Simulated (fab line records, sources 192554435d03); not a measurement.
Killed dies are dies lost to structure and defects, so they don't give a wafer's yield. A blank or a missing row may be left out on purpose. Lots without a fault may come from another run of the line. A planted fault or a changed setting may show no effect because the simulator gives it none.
Which tool did it? | flow n5_finfet | 10 lots, 30 wafers sampled, at 5 steps of a route of 1938

WHAT THE GAUGES READ, wafer by wafer
N5_ZERO_LAYER_CD_MEAS_11: target cd 2000 nm.
lot  | measured    | on        | cd_nm (nm)
L874 | day 1 12:38 | cd_sem-02 | 2001.9 2001.8 1996.3
L876 | day 2 00:47 | cd_sem-02 | 1998.9 1998.6 1997.2
L877 | day 2 06:38 | cd_sem-01 | 1997.7 2000.3 2000.1
L881 | day 3 06:46 | cd_sem-02 | 2000.0 2002.1 2003.8
L883 | day 3 18:46 | cd_sem-02 | 1996.9 1999.6 1999.1
L893 | day 6 06:46 | cd_sem-02 | 1997.9 1999.3 2000.1
L894 | day 6 12:41 | cd_sem-02 | 1997.6 1998.0 1997.2
L895 | day 6 18:40 | cd_sem-03 | 1998.8 2002.1 2000.3
L896 | day 7 00:40 | cd_sem-02 | 1999.2 1998.3 2000.2
L897 | day 7 06:38 | cd_sem-02 | 1998.0 1997.1 1997.6

N5_BEOL_M4_RC_MEAS_101.
lot  | measured     | on        | CJ_P           | DIBL_N (mV/V)  | DIBL_P (mV/V)  | IOFF_N (nA/um) | IOFF_P (nA/um) | ION_N (uA/um) | ION_P (uA/um) | SS_N (mV/dec)  | SS_P (mV/dec)  | VT_N (mV)   | VT_P (mV)
L874 | day 8 04:23  | prober-01 | 5.97 5.54 5.72 | 35.4 36.9 35.3 | 35.3 37.8 34.9 | 0.13 0.17 0.14 | 0.22 0.29 0.23 | 672 694 674   | 466 484 476   | 71.4 71.1 70.7 | 72.4 73.3 73.0 | 255 249 252 | -249 -244 -246
L876 | day 8 14:21  | prober-02 | 5.96 6.00 5.86 | 36.6 33.5 35.1 | 35.9 32.5 35.4 | 0.17 0.11 0.15 | 0.19 0.15 0.18 | 673 657 676   | 449 450 457   | 71.5 70.8 71.1 | 73.4 71.8 72.0 | 250 252 250 | -251 -254 -251
L877 | day 8 21:01  | prober-02 | 6.08 6.32 5.92 | 32.6 29.3 34.5 | 34.6 29.7 34.9 | 0.12 0.08 0.14 | 0.18 0.12 0.18 | 668 652 655   | 462 450 451   | 70.5 70.0 71.0 | 72.7 71.0 71.9 | 254 260 252 | -248 -254 -251
L881 | day 9 22:11  | prober-01 | 2.91 2.87 2.97 | 34.1 36.5 36.3 | 34.3 38.4 37.7 | 0.12 0.17 0.16 | 0.22 0.32 0.29 | 672 682 675   | 474 470 466   | 71.3 71.4 71.6 | 73.1 75.0 73.8 | 253 247 249 | -248 -245 -245
L883 | day 10 02:59 | prober-01 | 3.05 2.97 3.04 | 36.3 36.3 36.5 | 39.3 41.4 38.2 | 0.16 0.16 0.16 | 0.33 0.43 0.28 | 678 673 688   | 477 473 483   | 70.6 71.3 71.2 | 74.7 75.5 73.2 | 247 249 249 | -240 -243 -244
L893 | day 13 02:40 | prober-01 | 5.39 5.62 5.60 | 38.3 38.3 37.5 | 40.2 39.0 37.9 | 0.22 0.20 0.18 | 0.28 0.26 0.24 | 679 685 678   | 470 476 464   | 72.5 72.2 72.2 | 74.3 73.0 73.7 | 247 246 248 | -245 -246 -247
L894 | day 13 04:31 | prober-01 | 5.44 5.40 5.99 | 36.6 37.2 38.2 | 37.1 37.5 39.3 | 0.16 0.16 0.21 | 0.25 0.26 0.30 | 684 673 702   | 476 470 484   | 71.8 71.3 71.5 | 72.6 73.7 73.6 | 248 251 244 | -247 -247 -246
L895 | day 13 15:16 | prober-01 | 6.00 5.94 6.12 | 36.2 34.7 34.8 | 34.7 33.7 33.1 | 0.17 0.14 0.15 | 0.22 0.20 0.19 | 680 669 662   | 459 466 458   | 71.8 71.2 71.2 | 73.0 72.9 71.8 | 247 249 250 | -251 -251 -250
L896 | day 13 20:48 | prober-02 | 5.91 5.59 5.99 | 35.1 37.9 37.0 | 35.2 37.1 36.8 | 0.14 0.18 0.16 | 0.21 0.24 0.24 | 684 691 678   | 470 473 470   | 71.1 71.3 71.6 | 72.6 74.2 73.5 | 247 248 248 | -248 -248 -248
L897 | day 14 09:07 | prober-02 | 5.81 6.11 5.95 | 35.7 35.4 35.6 | 35.5 35.8 36.1 | 0.13 0.13 0.14 | 0.15 0.15 0.15 | 676 678 675   | 456 464 452   | 70.6 70.6 71.2 | 73.4 72.5 73.0 | 250 254 249 | -258 -259 -256

WHICH TOOL RAN EACH LOT (tool, then ch and the chambers of the sampled wafers, then the start)
lot  | N5_ZERO_LAYER_ETCH_18           | N5_ZERO_LAYER_STRIP_24              | N5_WELL_APT_IMPLANT_15
L874 | rie_si-01 ch 0,1,2, day 1 13:02 | plasma_asher-02 ch 1, day 1 13:09   | implanter-01 ch 0, day 1 14:16
L876 | rie_si-04 ch 0,1, day 2 00:58   | plasma_asher-01 ch 0,1, day 2 01:04 | implanter-01 ch 0, day 2 02:31
L877 | rie_si-01 ch 0,1,3, day 2 06:47 | plasma_asher-01 ch 0,1, day 2 06:55 | implanter-02 ch 0, day 2 08:07
L881 | rie_si-03 ch 0,3, day 3 06:55   | plasma_asher-02 ch 0, day 3 07:01   | implanter-01 ch 0, day 3 08:10
L883 | rie_si-03 ch 0,2, day 3 18:56   | plasma_asher-01 ch 0,1, day 3 19:03 | implanter-01 ch 0, day 3 20:08
L893 | rie_si-01 ch 1,3, day 6 06:55   | plasma_asher-01 ch 0,1, day 6 07:01 | implanter-01 ch 0, day 6 08:10
L894 | rie_si-04 ch 1,2, day 6 12:50   | plasma_asher-02 ch 0,1, day 6 12:56 | implanter-01 ch 0, day 6 13:58
L895 | rie_si-03 ch 1,2,3, day 6 18:49 | plasma_asher-01 ch 0,1, day 6 18:55 | implanter-01 ch 0, day 6 20:17
L896 | rie_si-01 ch 0,2,3, day 7 00:48 | plasma_asher-02 ch 0,1, day 7 00:55 | implanter-01 ch 0, day 7 02:05
L897 | rie_si-03 ch 0,1,3, day 7 08:31 | plasma_asher-01 ch 0,1, day 7 08:37 | implanter-01 ch 0, day 7 09:52
- N5_ZERO_LAYER_ETCH_18: etches Si in HBr/Cl2, target depth 120 nm, time 40 s.
- N5_ZERO_LAYER_STRIP_24: strips in O2.
- N5_WELL_APT_IMPLANT_15

WHAT THE TOOLS THEMSELVES READ (means of the sampled wafers that have a number; where no wafer has one, the mark that the record gives instead)
N5_ZERO_LAYER_ETCH_18.
lot  | tool      | HBr_flow_sccm (sccm) | drypump_motor_current_A (A) | oes_product_au (a.u.) | throttle_valve_pct (%)
L874 | rie_si-01 | 150.3                | 5.66                        | 1.015                 | 36.36
L876 | rie_si-04 | 150.2                | 5.20                        | 0.983                 | 36.25
L877 | rie_si-01 | 149.8                | 5.55                        | 0.989                 | 36.31
L881 | rie_si-03 | 150.2                | 5.68                        | 0.983                 | 36.62
L883 | rie_si-03 | 150.7                | 5.83                        | 0.982                 | 36.33
L893 | rie_si-01 | 149.9                | 5.47                        | 0.987                 | 36.34
L894 | rie_si-04 | 150.2                | 5.28                        | 0.982                 | 36.33
L895 | rie_si-03 | 150.1                | 5.26                        | 0.977                 | 36.04
L896 | rie_si-01 | 149.7                | 5.64                        | 1.000                 | 36.19
L897 | rie_si-03 | 150.7                | 5.42                        | 0.981                 | 36.40

N5_ZERO_LAYER_STRIP_24.
lot  | tool            | drypump_motor_current_A (A) | heater_power_w (W) | oes_product_au (a.u.) | strip_time_to_endpoint_s (s)
L874 | plasma_asher-02 | 5.37                        | 365                | 0.650                 | 43.78
L876 | plasma_asher-01 | 5.94                        | 294                | 0.648                 | 43.96
L877 | plasma_asher-01 | 5.94                        | 293                | 0.651                 | 43.92
L881 | plasma_asher-02 | 5.36                        | 344                | 0.645                 | 43.94
L883 | plasma_asher-01 | 5.92                        | 296                | 0.646                 | 43.97
L893 | plasma_asher-01 | 5.93                        | 297                | 0.644                 | 43.97
L894 | plasma_asher-02 | 5.35                        | 347                | 0.653                 | 43.81
L895 | plasma_asher-01 | 5.93                        | 298                | 0.651                 | 43.93
L896 | plasma_asher-02 | 5.35                        | 363                | 0.647                 | 44.03
L897 | plasma_asher-01 | 5.84                        | 304                | 0.648                 | 43.73

N5_WELL_APT_IMPLANT_15.
lot  | tool         | dose_ions_cm2 | faraday_current_uA | rotation_deg (degrees)
L874 | implanter-01 | 1.4997e+13    | 197                | -0.016
L876 | implanter-01 | 1.4993e+13    | 189                | 0.000
L877 | implanter-02 | 1.5021e+13    | 190                | 0.025
L881 | implanter-01 | 3.8437e+12    | 50                 | -0.016
L883 | implanter-01 | 3.8867e+12    | 49                 | -0.008
L893 | implanter-01 | 1.4998e+13    | 188                | -0.008
L894 | implanter-01 | 1.5018e+13    | 192                | 0.015
L895 | implanter-01 | 1.4985e+13    | 191                | -0.015
L896 | implanter-01 | 1.5001e+13    | 192                | 0.023
L897 | implanter-01 | 1.5015e+13    | 191                | 0.014

THE ANSWER, worked out from the rows above alone
Rule: what is usual is taken from the lots themselves. Put in order of their means at a reading, lots are off if they are a third of the lots or fewer, leave a main group of 4 or more, and stand apart from it by a gap of 3 or more times the standard deviation of the main group's means; of several such gaps the widest counts. A main group whose means are all the same, to the digits that the tables above print for the reading, isn't used. A lot without any number at a reading at which 4 lots or more have one is off too. The other lots that the step has rows for count as sound. The gauges are gone through in route order, then the tools' own readings, and for those a lot's mean is taken as printed above. The first step at which some lot is off is used, and at that step the reading that is off furthest; a lot without a number counts as furthest.
Off: L881, L883, at N5_BEOL_M4_RC_MEAS_101 (CJ_P). The main group: mean 5.84, standard deviation 0.19.
A tool fits if, at a process step before that reading, it ran every lot that is off, and no sound lot after the first of them. The gauges at N5_BEOL_M4_RC_MEAS_101 aren't tried: what is off there is off at N5_WELL_APT_IMPLANT_15 too, on other tools, and a gauge's error can't cause that. None of those tried fits.

WHAT THE SIMULATOR HAD PUT IN
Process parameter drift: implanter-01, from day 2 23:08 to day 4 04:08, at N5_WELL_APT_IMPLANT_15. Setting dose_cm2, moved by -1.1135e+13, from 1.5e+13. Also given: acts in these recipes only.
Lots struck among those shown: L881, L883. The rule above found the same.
